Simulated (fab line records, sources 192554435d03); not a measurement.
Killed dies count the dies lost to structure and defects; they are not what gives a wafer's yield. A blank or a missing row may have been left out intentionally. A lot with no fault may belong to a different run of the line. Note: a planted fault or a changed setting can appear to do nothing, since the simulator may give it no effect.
What tool caused it? / flow n5 finfet / 27 wafers from 9 lots sampled at 6 of the route's 1938 steps

## WHAT THE GAUGES SHOWED, per wafer
N5_WELL_APT_CD_MEAS_25: the cd target is 200 nm.
lot=L428; measured=day 1 21:14; on=cd sem-01; cd nm (nm)=198.9 198.7 199.0
lot=L431; measured=day 2 15:13; on=cd sem-03; cd nm (nm)=198.0 199.1 198.4
lot=L436; measured=day 3 21:54; on=cd sem-03; cd nm (nm)=202.3 201.1 200.6
lot=L437; measured=day 4 02:56; on=cd sem-02; cd nm (nm)=200.5 199.9 201.7
lot=L438; measured=day 4 09:23; on=cd sem-01; cd nm (nm)=199.3 199.0 197.5
lot=L439; measured=day 4 15:01; on=cd sem-03; cd nm (nm)=200.1 199.7 198.8
lot=L444; measured=day 5 20:48; on=cd sem-03; cd nm (nm)=200.1 199.0 200.2
lot=L449; measured=day 7 03:11; on=cd sem-02; cd nm (nm)=201.2 203.0 201.3
lot=L450; measured=day 7 08:52; on=cd sem-01; cd nm (nm)=199.6 198.7 200.0

N5_PMOS_HMC_CHANNEL_EPI_THK_MEAS_22.
lot=L428; measured=day 2 01:57; on=film metro-01; HMC_CMP_THK (nm)=54.1 55.0 54.5
lot=L431; measured=day 2 20:13; on=film metro-01; HMC_CMP_THK (nm)=53.5 54.6 54.5
lot=L436; measured=day 4 03:10; on=film metro-02; HMC_CMP_THK (nm)=53.2 53.5 53.8
lot=L437; measured=day 4 07:46; on=film metro-02; HMC_CMP_THK (nm)=53.0 54.0 52.8
lot=L438; measured=day 4 14:22; on=film metro-02; HMC_CMP_THK (nm)=54.4 53.6 54.2
lot=L439; measured=day 4 19:49; on=film metro-01; HMC_CMP_THK (nm)=52.8 54.6 53.5
lot=L444; measured=day 6 01:21; on=film metro-01; HMC_CMP_THK (nm)=53.6 54.0 53.3
lot=L449; measured=day 7 09:06; on=film metro-01; HMC_CMP_THK (nm)=54.7 54.5 53.4
lot=L450; measured=day 7 14:25; on=film metro-01; HMC_CMP_THK (nm)=54.0 54.6 54.1

N5_BEOL_M4_RC_MEAS_101.
lot=L428; measured=day 8 02:04; on=prober-02; DIBL_N (mV/V)=34.0 33.7 33.8; DIBL_P (mV/V)=33.8 33.7 33.5; IOFF_N (nA/um)=0.133 0.128 0.129; IOFF_P (nA/um)=0.171 0.170 0.167; ION_N (uA/um)=662 672 662; ION_P (uA/um)=449 464 456; SS_N (mV/dec)=71.7 71.9 71.2; SS_P (mV/dec)=72.9 73.1 72.6; VT_N (mV)=250.9 254.0 252.7; VT_P (mV)=-255.2 -254.0 -255.0
lot=L431; measured=day 8 19:33; on=prober-01; DIBL_N (mV/V)=36.1 35.2 34.5; DIBL_P (mV/V)=37.1 35.6 35.4; IOFF_N (nA/um)=0.179 0.158 0.144; IOFF_P (nA/um)=0.224 0.199 0.200; ION_N (uA/um)=685 682 669; ION_P (uA/um)=463 461 465; SS_N (mV/dec)=71.1 71.2 71.1; SS_P (mV/dec)=73.4 73.2 73.5; VT_N (mV)=247.2 248.8 252.7; VT_P (mV)=-246.5 -250.6 -250.5
lot=L436; measured=day 10 15:41; on=prober-02; DIBL_N (mV/V)=35.2 35.0 36.8; DIBL_P (mV/V)=34.1 35.0 36.7; IOFF_N (nA/um)=0.136 0.151 0.176; IOFF_P (nA/um)=0.174 0.192 0.218; ION_N (uA/um)=662 672 679; ION_P (uA/um)=452 460 462; SS_N (mV/dec)=71.4 71.7 71.6; SS_P (mV/dec)=72.9 73.4 74.1; VT_N (mV)=253.5 252.1 247.8; VT_P (mV)=-250.5 -250.9 -250.6
lot=L437; measured=day 10 18:28; on=prober-01; DIBL_N (mV/V)=36.3 37.7 34.9; DIBL_P (mV/V)=35.6 37.2 33.8; IOFF_N (nA/um)=0.127 0.162 0.116; IOFF_P (nA/um)=0.182 0.205 0.165; ION_N (uA/um)=662 672 664; ION_P (uA/um)=455 460 455; SS_N (mV/dec)=71.1 71.3 70.9; SS_P (mV/dec)=72.7 74.0 72.9; VT_N (mV)=252.8 249.4 253.7; VT_P (mV)=-253.7 -252.9 -253.3
lot=L438; measured=day 11 19:52; on=prober-02; DIBL_N (mV/V)=36.7 34.8 35.8; DIBL_P (mV/V)=37.2 33.9 36.8; IOFF_N (nA/um)=0.167 0.126 0.159; IOFF_P (nA/um)=0.223 0.174 0.221; ION_N (uA/um)=682 671 686; ION_P (uA/um)=467 460 473; SS_N (mV/dec)=71.5 70.7 71.5; SS_P (mV/dec)=73.8 72.4 73.1; VT_N (mV)=245.8 251.2 247.0; VT_P (mV)=-248.0 -251.6 -249.2
lot=L439; measured=day 11 19:35; on=prober-01; DIBL_N (mV/V)=36.0 37.1 36.7; DIBL_P (mV/V)=34.7 35.7 35.4; IOFF_N (nA/um)=0.144 0.161 0.161; IOFF_P (nA/um)=0.203 0.215 0.209; ION_N (uA/um)=673 672 679; ION_P (uA/um)=466 463 466; SS_N (mV/dec)=70.5 71.2 71.0; SS_P (mV/dec)=72.4 73.2 73.3; VT_N (mV)=249.2 249.9 249.1; VT_P (mV)=-247.3 -250.3 -251.8
lot=L444; measured=day 12 23:49; on=prober-02; DIBL_N (mV/V)=36.5 36.1 35.8; DIBL_P (mV/V)=37.5 37.5 37.1; IOFF_N (nA/um)=0.156 0.160 0.146; IOFF_P (nA/um)=0.221 0.216 0.205; ION_N (uA/um)=674 676 665; ION_P (uA/um)=468 470 464; SS_N (mV/dec)=71.2 72.1 72.0; SS_P (mV/dec)=73.8 72.7 72.9; VT_N (mV)=251.3 251.1 253.0; VT_P (mV)=-248.6 -247.2 -247.0
lot=L449; measured=day 14 07:29; on=prober-02; DIBL_N (mV/V)=38.7 37.4 36.1; DIBL_P (mV/V)=39.5 38.0 36.4; IOFF_N (nA/um)=0.196 0.174 0.147; IOFF_P (nA/um)=0.268 0.247 0.211; ION_N (uA/um)=696 681 670; ION_P (uA/um)=478 470 464; SS_N (mV/dec)=72.4 72.2 71.9; SS_P (mV/dec)=73.9 73.6 73.0; VT_N (mV)=244.5 245.3 251.1; VT_P (mV)=-245.7 -248.8 -247.4
lot=L450; measured=day 14 10:37; on=prober-01; DIBL_N (mV/V)=35.0 35.0 35.9; DIBL_P (mV/V)=35.5 36.1 36.4; IOFF_N (nA/um)=0.129 0.136 0.141; IOFF_P (nA/um)=0.156 0.168 0.169; ION_N (uA/um)=667 678 677; ION_P (uA/um)=456 460 462; SS_N (mV/dec)=71.1 71.8 72.3; SS_P (mV/dec)=73.3 72.9 73.3; VT_N (mV)=251.5 249.9 250.5; VT_P (mV)=-255.6 -253.4 -256.6

## WHICH TOOL RAN EACH LOT (tool, then ch and the chambers of the sampled wafers, then the start)
lot=L428; N5_ZERO_LAYER_ETCH_18=rie si-01 ch 0,1,2, day 1 19:02; N5_ZERO_LAYER_STRIP_24=plasma asher-02 ch 0,1, day 1 19:13; N5_WELL_APT_DESCUM_13=rie diel-02 ch 1,2,3, day 1 20:04
lot=L431; N5_ZERO_LAYER_ETCH_18=rie si-01 ch 0,1, day 2 12:47; N5_ZERO_LAYER_STRIP_24=plasma asher-02 ch 0,1, day 2 12:54; N5_WELL_APT_DESCUM_13=rie diel-01 ch 0,1,3, day 2 14:02
lot=L436; N5_ZERO_LAYER_ETCH_18=rie si-01 ch 0,2,3, day 3 19:45; N5_ZERO_LAYER_STRIP_24=plasma asher-01 ch 0,1, day 3 19:52; N5_WELL_APT_DESCUM_13=rie diel-01 ch 0,2,3, day 3 20:44
lot=L437; N5_ZERO_LAYER_ETCH_18=rie si-01 ch 0,1,3, day 4 00:55; N5_ZERO_LAYER_STRIP_24=plasma asher-02 ch 0,1, day 4 01:01; N5_WELL_APT_DESCUM_13=rie diel-01 ch 1,2,3, day 4 01:46
lot=L438; N5_ZERO_LAYER_ETCH_18=rie si-01 ch 0,1,3, day 4 06:55; N5_ZERO_LAYER_STRIP_24=plasma asher-01 ch 0,1, day 4 07:02; N5_WELL_APT_DESCUM_13=rie diel-06 ch 0,2, day 4 07:59
lot=L439; N5_ZERO_LAYER_ETCH_18=rie si-03 ch 1,2, day 4 12:53; N5_ZERO_LAYER_STRIP_24=plasma asher-01 ch 0,1, day 4 12:59; N5_WELL_APT_DESCUM_13=rie diel-01 ch 0,1,2, day 4 13:44
lot=L444; N5_ZERO_LAYER_ETCH_18=rie si-03 ch 1,3, day 5 18:47; N5_ZERO_LAYER_STRIP_24=plasma asher-01 ch 0,1, day 5 18:54; N5_WELL_APT_DESCUM_13=rie diel-01 ch 0,2, day 5 19:46
lot=L449; N5_ZERO_LAYER_ETCH_18=rie si-03 ch 0,1, day 7 01:09; N5_ZERO_LAYER_STRIP_24=plasma asher-01 ch 0,1, day 7 01:16; N5_WELL_APT_DESCUM_13=rie diel-02 ch 1,2,3, day 7 02:02
lot=L450; N5_ZERO_LAYER_ETCH_18=rie si-01 ch 0,1,2, day 7 06:51; N5_ZERO_LAYER_STRIP_24=plasma asher-02 ch 0,1, day 7 06:58; N5_WELL_APT_DESCUM_13=rie diel-06 ch 2,3, day 7 07:43
- N5_ZERO_LAYER_ETCH_18: etches Si in HBr/Cl2, target depth 120 nm, time 40 s.
- N5_ZERO_LAYER_STRIP_24: strips in O2.
- N5_WELL_APT_DESCUM_13: chemistry O2, time 7.9 s.

## AS READ BY THE TOOLS THEMSELVES (means over the sampled wafers that have a number; for cases with no such wafer, the mark the record gives instead)
N5_ZERO_LAYER_ETCH_18.
lot=L428; tool=rie si-01; drypump motor current A (A)=5.6; oes product au (a.u.)=0.996; throttle valve pct (%)=36.42
lot=L431; tool=rie si-01; drypump motor current A (A)=5.4; oes product au (a.u.)=0.984; throttle valve pct (%)=36.27
lot=L436; tool=rie si-01; drypump motor current A (A)=5.9; oes product au (a.u.)=1.005; throttle valve pct (%)=36.56
lot=L437; tool=rie si-01; drypump motor current A (A)=5.7; oes product au (a.u.)=1.020; throttle valve pct (%)=36.38
lot=L438; tool=rie si-01; drypump motor current A (A)=5.7; oes product au (a.u.)=1.013; throttle valve pct (%)=36.39
lot=L439; tool=rie si-03; drypump motor current A (A)=6.1; oes product au (a.u.)=1.017; throttle valve pct (%)=36.47
lot=L444; tool=rie si-03; drypump motor current A (A)=5.6; oes product au (a.u.)=1.014; throttle valve pct (%)=36.40
lot=L449; tool=rie si-03; drypump motor current A (A)=6.3; oes product au (a.u.)=1.006; throttle valve pct (%)=36.56
lot=L450; tool=rie si-01; drypump motor current A (A)=5.6; oes product au (a.u.)=0.997; throttle valve pct (%)=36.44

N5_ZERO_LAYER_STRIP_24.
lot=L428; tool=plasma asher-02; drypump motor current A (A)=5.9; heater power w (W)=313; oes product au (a.u.)=0.648; strip time to endpoint s (s)=43.82
lot=L431; tool=plasma asher-02; drypump motor current A (A)=5.9; heater power w (W)=305; oes product au (a.u.)=0.645; strip time to endpoint s (s)=43.88
lot=L436; tool=plasma asher-01; drypump motor current A (A)=5.7; heater power w (W)=371; oes product au (a.u.)=0.646; strip time to endpoint s (s)=43.91
lot=L437; tool=plasma asher-02; drypump motor current A (A)=5.9; heater power w (W)=312; oes product au (a.u.)=0.645; strip time to endpoint s (s)=43.06
lot=L438; tool=plasma asher-01; drypump motor current A (A)=5.7; heater power w (W)=366; oes product au (a.u.)=0.643; strip time to endpoint s (s)=43.15
lot=L439; tool=plasma asher-01; drypump motor current A (A)=6.0; heater power w (W)=356; oes product au (a.u.)=0.650; strip time to endpoint s (s)=43.93
lot=L444; tool=plasma asher-01; drypump motor current A (A)=6.0; heater power w (W)=344; oes product au (a.u.)=0.644; strip time to endpoint s (s)=43.89
lot=L449; tool=plasma asher-01; drypump motor current A (A)=6.0; heater power w (W)=352; oes product au (a.u.)=0.646; strip time to endpoint s (s)=44.01
lot=L450; tool=plasma asher-02; drypump motor current A (A)=5.7; heater power w (W)=315; oes product au (a.u.)=0.642; strip time to endpoint s (s)=43.97

N5_WELL_APT_DESCUM_13.
lot=L428; tool=rie diel-02; drypump motor current A (A)=5.6; oes product au (a.u.)=0.73; rf vpp V (V)=243.0; showerhead plenum p Torr (Torr)=2.11; throttle valve pct (%)=20.34
lot=L431; tool=rie diel-01; drypump motor current A (A)=5.7; oes product au (a.u.)=0.71; rf vpp V (V)=243.3; showerhead plenum p Torr (Torr)=2.08; throttle valve pct (%)=20.65
lot=L436; tool=rie diel-01; drypump motor current A (A)=5.8; oes product au (a.u.)=0.77; rf vpp V (V)=243.7; showerhead plenum p Torr (Torr)=2.06; throttle valve pct (%)=20.37
lot=L437; tool=rie diel-01; drypump motor current A (A)=5.9; oes product au (a.u.)=0.79; rf vpp V (V)=242.9; showerhead plenum p Torr (Torr)=2.07; throttle valve pct (%)=20.45
lot=L438; tool=rie diel-06; drypump motor current A (A)=5.6; oes product au (a.u.)=0.75; rf vpp V (V)=243.0; showerhead plenum p Torr (Torr)=2.11; throttle valve pct (%)=20.46
lot=L439; tool=rie diel-01; drypump motor current A (A)=5.5; oes product au (a.u.)=0.76; rf vpp V (V)=242.9; showerhead plenum p Torr (Torr)=2.07; throttle valve pct (%)=20.50
lot=L444; tool=rie diel-01; drypump motor current A (A)=5.4; oes product au (a.u.)=0.74; rf vpp V (V)=242.6; showerhead plenum p Torr (Torr)=2.06; throttle valve pct (%)=20.45
lot=L449; tool=rie diel-02; drypump motor current A (A)=5.6; oes product au (a.u.)=0.87; rf vpp V (V)=244.0; showerhead plenum p Torr (Torr)=2.09; throttle valve pct (%)=20.17
lot=L450; tool=rie diel-06; drypump motor current A (A)=6.0; oes product au (a.u.)=0.78; rf vpp V (V)=241.4; showerhead plenum p Torr (Torr)=2.00; throttle valve pct (%)=20.39

## THE ANSWER, worked out from the rows above alone
Rule: the lots themselves supply what counts as usual. Put in order of their means at a reading, lots are off if they are a third of the lots or fewer, leave a main group of 4 or more, and stand apart from it by a gap of 3 or more times the standard deviation of the main group's means; of several such gaps the widest counts. The tables above print the reading to a certain number of digits; a main group whose means all agree to those digits is not used. Also off: a lot with no number at a reading for which 4 or more lots have one. Where the step has rows for the other lots, those lots are counted as sound. Order of review: gauges by route order, followed by the tools' own readings, for which a lot's mean as printed above is used. The first step at which some lot is off is used, and at that step the reading that is off furthest; a lot without a number counts as furthest.
Off: L437, L438 (N5_ZERO_LAYER_STRIP_24, strip time to endpoint s). For the main group the mean is 43.92 s and the standard deviation 0.058.
A tool fits if, at that step or a process step before it, it ran every lot that is off, and no sound lot after the first of them. Not one of the candidates tried fits.

## WHAT HAD BEEN PUT IN BY THE SIMULATOR
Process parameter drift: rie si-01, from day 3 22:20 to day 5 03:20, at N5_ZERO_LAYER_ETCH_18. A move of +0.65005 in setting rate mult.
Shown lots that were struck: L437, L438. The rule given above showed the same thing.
